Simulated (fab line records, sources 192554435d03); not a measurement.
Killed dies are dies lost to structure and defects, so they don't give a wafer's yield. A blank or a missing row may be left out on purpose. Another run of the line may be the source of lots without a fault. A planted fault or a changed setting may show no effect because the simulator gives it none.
fab line records    flow n5Finfet
record lots=7  wafers=39
route steps=1938 shown FIN_SAQP@96 SD_EPI_N@279 HKMG_FIN@433 MOL_CONTACT_COAG@616 BEOL_M3@980 BEOL_M6@1230
startH: hours from the record's opening day to when the first of the lot's shown wafers began    waitH: time in hours since the lot's previous step    " unchanged from the row above    L1.1+2: several wafers, shown together as one row    - no value, or no start given    * or withheld: withheld    < > ~ a bound
route shown NAME@n: NAME is a module with steps in the file, n the number in the route of the first one    usual: average and standard deviation across the fault-free wafers    same: alike in all rows    chamber/n: place in a boat    sites: each site's reading    _std_site: the values' standard deviation    _edge_site: mean of outer sites minus mean of inner sites    radiusMm: for every site, how far away it sits from the centre of the wafer    mask NAME#n: copy n    behind: tool/chamber where the wafer was last shaped    hold: what put the lot on hold/how long, in hours/how the hold closed    device: whichever transistor did not switch (one of n, p or np)    end of line: the same wafers' tests at the end of the route    a step with no rows: only its recipe    killed: not the wafer's yield, but the dies lost to structure and defects at the first sort    map: per-die view of a wafer (x killed, . not killed, _ where there is no die)
set.NAME: the setting as run; set.NAME@STEP: as run at that earlier step    model.NAME: the simulator's own value behind a step, which no gauge read
lots run with intentionally changed settings; tables by step, rows by wafer
## steps
# step N5_FIN_SAQP_HM_DEP_03
# recipe material=SiNx  targetThkA=380  tempC=400  precursor=SiH4/NH3/N2  pressureTorr=1.5  rfW=300  timeS=33.6
lot.wafer  tool      chamber  startH  waitH  set.targetThkA  model.SiNx_of_FIN_SAQP_HM_DEP_03.thkNm
L077.1     pecvd-02  0        38.51   0.2    552.3           54.36
L077.2     "         2        "       "      380             37.27
L077.3     "         1        "       "      380             37.02
L077.4     "         0        "       "      552.3           55.11
L077.5     "         1        "       "      552.3           55.2
L077.6     "         2        "       "      380             37.54
L079.1     pecvd-04  0        50.60   0.2    445.3           44.78
L079.2     "         2        "       "      380             38.1
L079.3     "         1        "       "      445.3           44.2
L079.4     "         1        "       "      445.3           45.82
L079.5     "         0        "       "      380             38.9
L079.6     "         2        "       "      380             39.06
L081.1     pecvd-04  1        63.61   0.2    380             37.15
L081.2     "         2        "       "      524.7           52.15
L081.3     "         0        "       "      380             36.95
L081.4     "         1        "       "      524.7           52.66
L081.5     "         0        "       "      380             38.38
L081.6     "         2        "       "      524.7           52.52
L086.3     pecvd-04  1        95.88   0.1    380             37.41
L086.4     "         2        "       "      380             38.34
L086.6     "         1        "       "      380             38.47
L087.1     pecvd-01  1        101.50  0.2    380             37.78
L087.2     "         0        "       "      168.5           16.69
L087.3     "         2        "       "      380             37.65
L087.4     "         2        "       "      380             38.33
L087.5     "         1        "       "      168.5           17.01
L087.6     "         0        "       "      168.5           17.13
L088.1     pecvd-04  1        104.70  0.2    380             37.55
L088.2     "         0        "       "      380             37.61
L088.3     "         2        "       "      380             37.95
L088.4     "         0        "       "      380             38.52
L088.5     "         2        "       "      380             38.61
L088.6     "         1        "       "      380             38.59
L097.1     pecvd-04  1        158.94  0.2    448.2           45.11
L097.2     "         2        "       "      380             38.48
L097.3     "         0        "       "      448.2           45.19
L097.4     "         1        "       "      448.2           45.25
L097.5     "         0        "       "      380             39
L097.6     "         2        "       "      380             39.4
# step N5_FIN_SAQP_THK_MEAS_05
# usual thkNm=38.1/0.67
lot.wafer  tool          chamber  startH  waitH  set.targetThkA@FIN_SAQP_HM_DEP_03  thkNm
L077.1     filmMetro-01  -        38.59   0.1    552.3                              54.4
L077.2     "             -        "       "      380                                37.2
L077.3     "             -        "       "      380                                37.0
L077.4     "             -        "       "      552.3                              55.1
L077.5     "             -        "       "      552.3                              55.3
L077.6     "             -        "       "      380                                37.5
L079.1     filmMetro-02  -        50.68   0.1    445.3                              44.8
L079.2     "             -        "       "      380                                38.1
L079.3     "             -        "       "      445.3                              44.1
L079.4     "             -        "       "      445.3                              45.8
L079.5     "             -        "       "      380                                38.9
L079.6     "             -        "       "      380                                39.1
L081.1     filmMetro-02  -        63.70   0.1    380                                37.2
L081.2     "             -        "       "      524.7                              52.1
L081.3     "             -        "       "      380                                37.0
L081.4     "             -        "       "      524.7                              52.7
L081.5     "             -        "       "      380                                38.4
L081.6     "             -        "       "      524.7                              52.5
L086.3     filmMetro-01  -        95.96   0.1    380                                37.4
L086.4     "             -        "       "      380                                38.3
L086.6     "             -        "       "      380                                38.4
L087.1     filmMetro-02  -        101.59  0.1    380                                37.8
L087.2     "             -        "       "      168.5                              16.7
L087.3     "             -        "       "      380                                37.7
L087.4     "             -        "       "      380                                38.4
L087.5     "             -        "       "      168.5                              17.0
L087.6     "             -        "       "      168.5                              17.1
L088.1     filmMetro-02  -        104.79  0.1    380                                37.6
L088.2     "             -        "       "      380                                37.7
L088.3     "             -        "       "      380                                37.9
L088.4     "             -        "       "      380                                38.5
L088.5     "             -        "       "      380                                38.6
L088.6     "             -        "       "      380                                38.5
L097.1     filmMetro-01  -        159.03  0.1    448.2                              45.1
L097.2     "             -        "       "      380                                38.5
L097.3     "             -        "       "      448.2                              45.1
L097.4     "             -        "       "      448.2                              45.2
L097.5     "             -        "       "      380                                39.0
L097.6     "             -        "       "      380                                39.4
# step N5_FIN_SAQP_PECVD_47
# recipe material=a-Si  targetThkA=450  tempC=400  precursor=SiH4/He  pressureTorr=3  rfW=100  timeS=36.3
# step N5_FIN_SAQP_PECVD_48
# recipe material=SiNx  targetThkA=250  tempC=400  precursor=SiH4/NH3/N2  pressureTorr=1.5  rfW=300  timeS=22.1
# step N5_FIN_SAQP_MANDREL2_REMOVE_60
# recipe chemistry=HBr/Cl2/O2  btTimeS=10  target=a-Si  stopOn=SiNx  endpoint=OES-SiCl  overEtchFrac=1  icpW=600  biasW=22  HBr_flow_sccm=150  Cl2_flow_sccm=80  O2_flow_sccm=5  pressureMtorr=10
# step N5_FIN_SAQP_HM_OPEN_33
# recipe chemistry=CH3F/O2  target=SiNx  maskMaterial=SiO2  targetDepthA=494  timeS=70.6  pressureMtorr=30  sourceW=395  biasW=73  Ar_flow_sccm=150  CH3F_flow_sccm=30  O2_flow_sccm=20  ionEnergyEv=120  ends=cleared
# usual etchRfOnTimeS=69.3/2
lot.wafer  tool        chamber  startH  waitH  set.targetThkA@FIN_SAQP_HM_DEP_03  etchRfOnTimeS  model.etch.depthNm
L077.1     rieDiel-01  1        43.13   0.0    552.3                              98.9           53.73
L077.2     "           0        "       "      380                                69.4           36.64
L077.3     "           3        "       "      380                                68.8           36.4
L077.4     "           2        "       "      552.3                              98.9           54.23
L077.5     "           1        "       "      552.3                              100.4          54.57
L077.6     "           0        "       "      380                                70.5           36.92
L079.1     rieDiel-01  3        55.26   0.0    445.3                              83.8           43.81
L079.2     "           0        "       "      380                                71.3           37.41
L079.3     "           2        "       "      445.3                              80.1           43.45
L079.4     "           1        "       "      445.3                              83.3           45.19
L079.5     "           3        "       "      380                                72.4           37.93
L079.6     "           0        "       "      380                                72.8           38.37
L081.1     rieDiel-04  2        69.05   0.0    380                                67.4           36.4
L081.2     "           0        "       "      524.7                              97.5           51.53
L081.3     "           1        "       "      380                                67.6           36.26
L081.4     "           3        "       "      524.7                              93.2           51.68
L081.5     "           3        "       "      380                                66.8           37.4
L081.6     "           2        "       "      524.7                              95.9           51.83
L086.3     rieDiel-01  3        103.62  0.1    380                                69.6           36.78
L086.4     "           1        "       "      380                                67.8           37.37
L086.6     "           2        "       "      380                                68.5           37.78
L087.1     rieDiel-04  3        106.26  0.0    380                                66.7           37.15
L087.2     "           1        "       "      168.5                              29.7           16.04
L087.3     "           2        "       "      380                                67.8           36.99
L087.4     "           0        "       "      380                                71.6           37.58
L087.5     "           2        "       "      168.5                              29.8           16.27
L087.6     "           1        "       "      168.5                              30.6           16.47
L088.1     rieDiel-04  3        109.73  0.0    380                                65.7           36.92
L088.2     "           2        "       "      380                                67.2           36.96
L088.3     "           1        "       "      380                                69.2           37.29
L088.4     "           0        "       "      380                                71.9           37.78
L088.5     "           0        "       "      380                                72.4           37.98
L088.6     "           1        "       "      380                                70.7           37.94
L097.1     rieDiel-01  3        164.30  0.1    448.2                              83.1           44.36
L097.2     "           1        "       "      380                                69.6           37.5
L097.3     "           2        "       "      448.2                              83.0           44.56
L097.4     "           0        "       "      448.2                              84.2           44.62
L097.5     "           1        "       "      380                                70.1           38.02
L097.6     "           0        "       "      380                                73.1           38.65
# step N5_SD_EPI_N_ETCH_16
# recipe chemistry=CHF3/O2  target=SiO2  targetDepthA=50  maskMaterial=SOC  pressureMtorr=30  sourceW=650  biasW=170  Ar_flow_sccm=200  CHF3_flow_sccm=50  O2_flow_sccm=5  ionEnergyEv=200
lot.wafer  tool        chamber  startH  waitH  set.targetDepthA  model.etch.depthNm
L077.1     rieDiel-05  3        66.39   0.1    73.05             7.512
L077.2     "           2        "       "      50                5.001
L077.3     "           1        "       "      50                4.93
L077.4     "           0        "       "      73.05             7.474
L077.5     "           1        "       "      50                4.912
L077.6     "           2        "       "      73.05             7.254
L079.1     rieDiel-05  2        79.00   0.1    36.46             3.641
L079.2     "           1        "       "      36.46             3.605
L079.3     "           3        "       "      50                5.127
L079.4     "           0        "       "      36.46             3.731
L079.5     "           0        "       "      50                5.09
L079.6     "           1        "       "      50                4.933
L081.1     rieDiel-01  3        96.22   0.1    50                4.838
L081.2     "           0        "       "      50                4.866
L081.3     "           2        "       "      78.8              7.761
L081.4     "           1        "       "      50                4.973
L081.5     "           2        "       "      78.8              7.868
L081.6     "           1        "       "      78.8              7.874
L086.3     rieDiel-05  3        126.56  0.1    50                5.062
L086.4     "           0        "       "      50                4.98
L086.6     "           3        "       "      50                5.076
L087.1+6   rieDiel-05  3        130.39  0.1    50                5.039
L087.2     "           2        "       "      70.72             6.889
L087.3     "           0        "       "      50                4.949
L087.4     "           2        "       "      70.72             6.959
L087.5     "           0        "       "      70.72             6.953
L088.1     rieDiel-01  3        133.55  0.1    50                4.838
L088.2     "           2        "       "      50                4.994
L088.3     "           0        "       "      35.85             3.476
L088.4     "           1        "       "      35.85             3.6
L088.5     "           0        "       "      35.85             3.482
L088.6     "           3        "       "      50                4.883
L097.1     rieDiel-04  2        189.59  0.1    61.91             6.282
L097.2     "           0        "       "      61.91             6.071
L097.3     "           3        "       "      61.91             6.34
L097.4     "           1        "       "      50                4.898
L097.5     "           1        "       "      50                4.948
L097.6     "           0        "       "      50                4.847
# step N5_HKMG_FIN_DESCUM_17
# recipe chemistry=O2  timeS=7.9  sourcePowerW=50  biasPowerW=20  pressureMtorr=20  rfFrequencyHz=2.712e+07  tempC=40  resist=CAR-ArF  o2FlowSccm=225
lot.wafer     tool        chamber  startH  waitH  set.timeS  model.CAR-ArF_of_HKMG_FIN_COAT_06.thkNm
L077.1+6      rieDiel-01  1        90.70   0.0    7.9        83.4
L077.2+5      "           2        "       "      7.9        83
L077.3+4      "           0,3      "       "      7.9        83.2
L079.1+6      rieDiel-05  1,2      107.12  0.2    10.55      82
L079.2+5      "           2,0      "       "      7.9        83.4
L079.3        "           0        "       "      7.9        83.6
L079.4        "           1        "       "      10.55      81.8
L081.1+3      rieDiel-01  1,0      124.54  0.0    7.9        83.4
L081.2+6      "           2,1      "       "      7.9        83.8
L081.4+5      "           3,2      "       "      7.9        83.6
L086.3+4      rieDiel-04  3,1      152.96  0.4    7.9        83
L086.6        "           2        "       "      7.9        83.4
L087.1+5      rieDiel-01  3        156.00  0.3    7.9        83.2
L087.2        "           1        "       "      5.217      84.8
L087.3+4      "           0,2      "       "      5.217      84.6
L087.6        "           0        "       "      7.9        83
L088.1        rieDiel-04  2        159.45  0.0    11.95      81.4
L088.2        "           3        "       "      7.9        83.6
L088.3        "           0        "       "      7.9        83.2
L088.4        "           1        "       "      7.9        83.4
L088.5        "           0        "       "      11.95      81
L088.6        "           3        "       "      11.95      80.8
L097.1+2+3+4  rieDiel-01  0,3,1,2  217.91  0.3    7.9        83.6
L097.5        "           3        "       "      7.9        83.4
L097.6        "           0        "       "      7.9        83
# step N5_HKMG_FIN_ETCH_31
# recipe chemistry=CF4  target=SiARC  targetDepthA=455  maskMaterial=CAR-ArF  timeS=75.8  ionEnergyEv=80  pressureMtorr=40  sourceW=545  biasW=36  Ar_flow_sccm=100  cf4FlowSccm=100  ends=cleared
lot.wafer   tool        chamber  startH  waitH  set.timeS@HKMG_FIN_DESCUM_17  model.CAR-ArF_of_HKMG_FIN_COAT_06.thkNm
L077.1+6    rieDiel-01  1        90.73   0.0    7.9                           50.8
L077.2+3+4  "           2,0,3    "       "      7.9                           50.6
L077.5      "           2        "       "      7.9                           50.4
L079.1+4    rieDiel-05  1        107.16  0.0    10.55                         49.4
L079.2      "           2        "       "      7.9                           50.8
L079.3+5    "           0        "       "      7.9                           51
L079.6      "           2        "       "      10.55                         49.6
L081.1+3+5  rieDiel-01  1,0,2    124.57  0.0    7.9                           51
L081.2+4+6  "           2,3,1    "       "      7.9                           51.2
L086.3+4    rieDiel-04  3,1      153.00  0.0    7.9                           50.4
L086.6      "           2        "       "      7.9                           50.6
L087.1+6    rieDiel-01  3,0      156.03  0.0    7.9                           50.4
L087.2+3+4  "           1,0,2    "       "      5.217                         52.2
L087.5      "           3        "       "      7.9                           50.6
L088.1      rieDiel-04  2        159.49  0.0    11.95                         49
L088.2      "           3        "       "      7.9                           51.2
L088.3      "           0        "       "      7.9                           50.6
L088.4      "           1        "       "      7.9                           50.8
L088.5+6    "           0,3      "       "      11.95                         48.4
L097.1+5    rieDiel-01  0,3      217.94  0.0    7.9                           50.8
L097.2+3+4  "           3,1,2    "       "      7.9                           51
L097.6      "           0        "       "      7.9                           50.4
# step N5_MOL_CONTACT_COAG_ETCH_124
# recipe chemistry=CH3F/O2  target=SiNx  targetDepthA=65  maskMaterial=SOC  stopOn=SiOC  overEtchFrac=0.3  ionEnergyEv=120  pressureMtorr=30  sourceW=395  biasW=73  Ar_flow_sccm=150  CH3F_flow_sccm=30  O2_flow_sccm=20  ends=endPoint
lot.wafer  tool        chamber  startH  waitH  set.targetDepthA  model.etch.depthNm  model.SOC_of_MOL_CONTACT_COAG_COAT_62.thkNm
L077.1     rieDiel-05  2        118.31  0.0    65                4.956               48.2
L077.2     "           0        "       "      65                4.988               48
L077.3     "           1        "       "      65                4.965               48.4
L077.4     "           0        "       "      65                5.003               48
L077.5     "           2        "       "      65                4.957               48.4
L077.6     "           1        "       "      65                4.968               48
L079.1     rieDiel-01  3        134.88  0.0    65                4.998               48.4
L079.2     "           1        "       "      26.26             2.606               49.8
L079.3     "           2        "       "      26.26             2.594               50.2
L079.4     "           0        "       "      26.26             2.533               50.4
L079.5     "           2        "       "      65                4.969               48.2
L079.6     "           1        "       "      65                5.015               48.2
L081.1     rieDiel-04  1        149.03  0.0    65                4.993               48.2
L081.2     "           3        "       "      65                4.974               48
L081.3     "           2        "       "      65                5.028               48.2
L081.4     "           0        "       "      65                4.989               48.6
L081.5     "           1        "       "      65                4.979               48.4
L081.6     "           0        "       "      65                5.023               48.8
L086.3     rieDiel-04  1        177.88  0.0    65                5.006               48.6
L086.4     "           2        "       "      65                5.003               48.2
L086.6     "           2        "       "      65                4.999               48.2
L087.1     rieDiel-01  1        181.81  0.0    37.4              3.692               49.8
L087.2     "           2        "       "      65                5.012               48.4
L087.3     "           0        "       "      65                5.018               48.6
L087.4     "           3        "       "      37.4              3.649               49.8
L087.5     "           1        "       "      65                4.991               48.4
L087.6     "           2        "       "      37.4              3.688               50
L088.1     rieDiel-04  2        184.58  0.0    65                5.04                48.2
L088.2     "           1        "       "      65                5.045               48.6
L088.3     "           3        "       "      65                4.986               48.2
L088.4     "           0        "       "      65                4.972               48.8
L088.5     "           3        "       "      65                4.975               48.4
L088.6     "           2        "       "      65                5.054               48.4
L097.1     rieDiel-04  0        242.60  0.0    65                4.976               48.4
L097.2     "           2        "       "      94.46             5.03                47
L097.3     "           3        "       "      65                5.022               48.2
L097.4     "           3        "       "      94.46             4.973               46.8
L097.5     "           2        "       "      94.46             4.978               47
L097.6     "           0        "       "      65                5.015               48.6
# step N5_BEOL_M3_TRENCH_ETCH_37
# recipe chemistry=C4F6/O2  targetDepthA=555.55  target=SiOC  timeS=29.2  ionEnergyEv=250  pressureMtorr=30  sourceW=355  biasW=185  Ar_flow_sccm=300  C4F6_flow_sccm=10  O2_flow_sccm=10
lot.wafer  tool        chamber  startH  waitH  set.timeS  model.etch.depthNm  model.BEOL_M3.featureDepthNm  model.TiN_of_BEOL_M3_HM_DEP_02.thkNm
L077.1     rieDiel-02  2        -       -      36.91      67.73               67.8                          17.2
L077.2     "           3        "       "      36.91      69.15               69.2                          17
L077.3     "           0        "       "      29.2       56.01               56                            17.8
L077.4     "           2        "       "      29.2       53.99               54                            17.6
L077.5     "           3        "       "      36.91      69.21               69.2                          17.2
L077.6     "           0        "       "      29.2       55.84               55.8                          18
L079.1     rieDiel-03  2        -       -      29.2       55.68               55.6                          18
L079.2     "           1        "       "      38.59      74.54               74.6                          17
L079.3     "           3        "       "      29.2       53.26               53.2                          18.2
L079.4     "           0        "       "      29.2       56.16               56.2                          18.2
L079.5     "           0        "       "      38.59      74.99               75                            17.2
L079.6     "           3        "       "      38.59      70.72               70.8                          17
L081.1     rieDiel-06  0        -       -      29.2       57.12               57.2                          18.4
L081.2     "           3        "       "      29.2       55.71               55.8                          18.2
L081.3     "           1        "       "      29.2       55.43               55.4                          18.2
L081.4     "           2        "       "      29.2       54.36               54.4                          18.2
L081.5     "           1        "       "      29.2       55.11               55.2                          18
L081.6     "           0        "       "      29.2       57.09               57                            18.2
L086.3     rieDiel-06  3        -       -      29.2       55.67               55.6                          17.8
L086.4     "           0        "       "      29.2       56.62               56.6                          17.6
L086.6     "           0        "       "      29.2       56.52               56.6                          18
L087.1     rieDiel-03  0        -       -      29.2       57.21               57.2                          17.6
L087.2     "           2        "       "      18.42      34.54               34.6                          18.6
L087.3     "           3        "       "      29.2       53.6                53.6                          18
L087.4     "           3        "       "      18.42      33.58               33.6                          18.8
L087.5     "           2        "       "      29.2       55.16               55.2                          17.8
L087.6     "           0        "       "      18.42      36.08               36                            18.8
L088.1     rieDiel-06  0        -       -      29.2       56.4                56.4                          17.6
L088.2     "           1        "       "      37.88      71.95               72                            17.2
L088.3     "           3        "       "      29.2       56.18               56.2                          18
L088.4     "           2        "       "      37.88      69.64               69.6                          17.4
L088.5     "           3        "       "      37.88      73.23               73.2                          17.4
L088.6     "           0        "       "      29.2       56.42               56.4                          17.8
L097.1     rieDiel-03  3        -       -      29.2       53.64               53.6                          17.2
L097.2     "           1        "       "      29.2       55.55               55.6                          17.4
L097.3     "           2        "       "      45.84      86.23               86.2                          16
L097.4     "           0        "       "      45.84      90.1                90                            16
L097.5     "           1        "       "      29.2       55.38               55.4                          17.4
L097.6     "           2        "       "      45.84      86.25               86.2                          16.2
# step N5_BEOL_M3_ETCH_41
# recipe chemistry=CH3F/O2  target=SiCN  targetDepthA=299  taperDeg=2  timeS=52.5  ionEnergyEv=120  maskMaterial=TiN  pressureMtorr=30  sourceW=395  biasW=75  Ar_flow_sccm=150  CH3F_flow_sccm=30  O2_flow_sccm=20
# step N5_BEOL_M3_STRIP_97
# recipe chemistry=N2/H2  timeS=10  powerW=450  tempC=40  pressureMtorr=20  rfFrequencyHz=6e+07  biasPowerW=7  n2FlowSccm=200  h2FlowSccm=200
# step N5_BEOL_M3_OCD_MEAS_38
# usual trenchDepthNm=55.4/1.2
lot.wafer  tool    chamber  startH  waitH  set.timeS@BEOL_M3_TRENCH_ETCH_37  trenchDepthNm
L077.1     ocd-02  -        223.37  -      36.91                             67.9
L077.2     "       -        "       "      36.91                             69.4
L077.3     "       -        "       "      29.2                              55.4
L077.4     "       -        "       "      29.2                              54.6
L077.5     "       -        "       "      36.91                             69.6
L077.6     "       -        "       "      29.2                              55.7
L079.1     ocd-02  -        227.73  -      29.2                              55.3
L079.2     "       -        "       "      38.59                             74.3
L079.3     "       -        "       "      29.2                              53.4
L079.4     "       -        "       "      29.2                              55.9
L079.5     "       -        "       "      38.59                             75.1
L079.6     "       -        "       "      38.59                             70.5
L081.1     ocd-02  -        231.08  -      29.2                              57.3
L081.2     "       -        "       "      29.2                              55.7
L081.3     "       -        "       "      29.2                              55.1
L081.4     "       -        "       "      29.2                              54.5
L081.5     "       -        "       "      29.2                              55.6
L081.6     "       -        "       "      29.2                              57.3
L086.3     ocd-01  -        265.04  -      29.2                              55.5
L086.4     "       -        "       "      29.2                              56.5
L086.6     "       -        "       "      29.2                              56.7
L087.1     ocd-01  -        291.75  -      29.2                              57.2
L087.2     "       -        "       "      18.42                             34.5
L087.3     "       -        "       "      29.2                              53.3
L087.4     "       -        "       "      18.42                             33.7
L087.5     "       -        "       "      29.2                              55.4
L087.6     "       -        "       "      18.42                             36.6
L088.1     ocd-01  -        292.10  -      29.2                              55.9
L088.2     "       -        "       "      37.88                             71.9
L088.3     "       -        "       "      29.2                              55.5
L088.4     "       -        "       "      37.88                             69.9
L088.5     "       -        "       "      37.88                             73.1
L088.6     "       -        "       "      29.2                              56.7
L097.1     ocd-01  -        347.47  -      29.2                              52.9
L097.2     "       -        "       "      29.2                              55.5
L097.3     "       -        "       "      45.84                             86.2
L097.4     "       -        "       "      45.84                             89.9
L097.5     "       -        "       "      29.2                              55.7
L097.6     "       -        "       "      45.84                             86.5
# step N5_BEOL_M6_DESCUM_33
# recipe chemistry=O2  timeS=7  sourcePowerW=50  biasPowerW=20  pressureMtorr=20  rfFrequencyHz=2.712e+07  tempC=40  resist=CAR-EUV  o2FlowSccm=225
lot.wafer     tool        chamber  startH  waitH  set.timeS  model.CAR-EUV_of_BEOL_M6_COAT_22.thkNm
L077.1+2+3+5  rieDiel-05  1,0,3,0  298.29  0.4    7          26
L077.4+6      "           2,1      "       "      7          26.2
L079.1+4+5    rieDiel-01  0,2,2    298.68  0.6    7          26
L079.2+3+6    "           1,3,1    "       "      7          26.2
L081.1+3+6    rieDiel-01  1,2,3    318.35  0.3    3.499      27.8
L081.2        "           3        "       "      7          26.2
L081.4+5      "           0        "       "      7          26
L086.3+4+6    rieDiel-01  1,2,2    343.93  0.1    7          26.2
L088.1        rieDiel-04  0        371.34  0.0    7          25.8
L088.2        "           2        "       "      7          26.2
L088.3        "           1        "       "      7          26
L088.4+5      "           3,1      "       "      4.88       27
L088.6        "           0        "       "      4.88       27.2
L087.1+2      rieDiel-01  1,0      371.90  0.0    7          26
L087.3+4+5+6  "           3,0,1,3  "       "      7          26.2
L097.1+3      rieDiel-05  1,2      419.42  0.0    7          26.2
L097.2+5+6    "           0,1,2    "       "      5.401      26.8
L097.4        "           3        "       "      7          26
## key
split step=N5_FIN_SAQP_HM_DEP_03  setting=targetThkA  stated=380  by=wafer
response step=N5_FIN_SAQP_HM_DEP_03  reading=model.SiNx_of_FIN_SAQP_HM_DEP_03.thkNm  change=+0.381  per=1%  r=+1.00
response step=N5_FIN_SAQP_THK_MEAS_05  reading=thkNm  change=*  per=1%  r=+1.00
response step=N5_FIN_SAQP_HM_OPEN_33  reading=etchRfOnTimeS  change=*  per=1%  r=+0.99
response step=N5_FIN_SAQP_HM_OPEN_33  reading=model.etch.depthNm  change=+0.382  per=1%  r=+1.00
split step=N5_SD_EPI_N_ETCH_16  setting=targetDepthA  stated=50  by=wafer
response step=N5_SD_EPI_N_ETCH_16  reading=model.etch.depthNm  change=+0.0509  per=1%  r=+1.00
split step=N5_HKMG_FIN_DESCUM_17  setting=timeS  stated=7.9  by=wafer
response step=N5_HKMG_FIN_DESCUM_17  reading=model.CAR-ArF_of_HKMG_FIN_COAT_06.thkNm  change=-0.0455  per=1%  r=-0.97
response step=N5_HKMG_FIN_ETCH_31  reading=model.CAR-ArF_of_HKMG_FIN_COAT_06.thkNm  change=-0.0457  per=1%  r=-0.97
split step=N5_MOL_CONTACT_COAG_ETCH_124  setting=targetDepthA  stated=65  by=wafer
response step=N5_MOL_CONTACT_COAG_ETCH_124  reading=model.etch.depthNm  shape=bent  atLowest=2.578  atStated=4.997  atHighest=4.993
response step=N5_MOL_CONTACT_COAG_ETCH_124  reading=model.SOC_of_MOL_CONTACT_COAG_COAT_62.thkNm  change=-0.032  per=1%  r=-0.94
split step=N5_BEOL_M3_TRENCH_ETCH_37  setting=timeS  stated=29.2  by=wafer
response step=N5_BEOL_M3_TRENCH_ETCH_37  reading=model.etch.depthNm  change=+0.557  per=1%  r=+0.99
response step=N5_BEOL_M3_TRENCH_ETCH_37  reading=model.BEOL_M3.featureDepthNm  change=+0.557  per=1%  r=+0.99
response step=N5_BEOL_M3_TRENCH_ETCH_37  reading=model.TiN_of_BEOL_M3_HM_DEP_02.thkNm  change=-0.0239  per=1%  r=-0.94
response step=N5_BEOL_M3_OCD_MEAS_38  reading=trenchDepthNm  change=+0.559  per=1%  r=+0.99
split step=N5_BEOL_M6_DESCUM_33  setting=timeS  stated=7  by=wafer
response step=N5_BEOL_M6_DESCUM_33  reading=model.CAR-EUV_of_BEOL_M6_COAT_22.thkNm  change=-0.0341  per=1%  r=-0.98
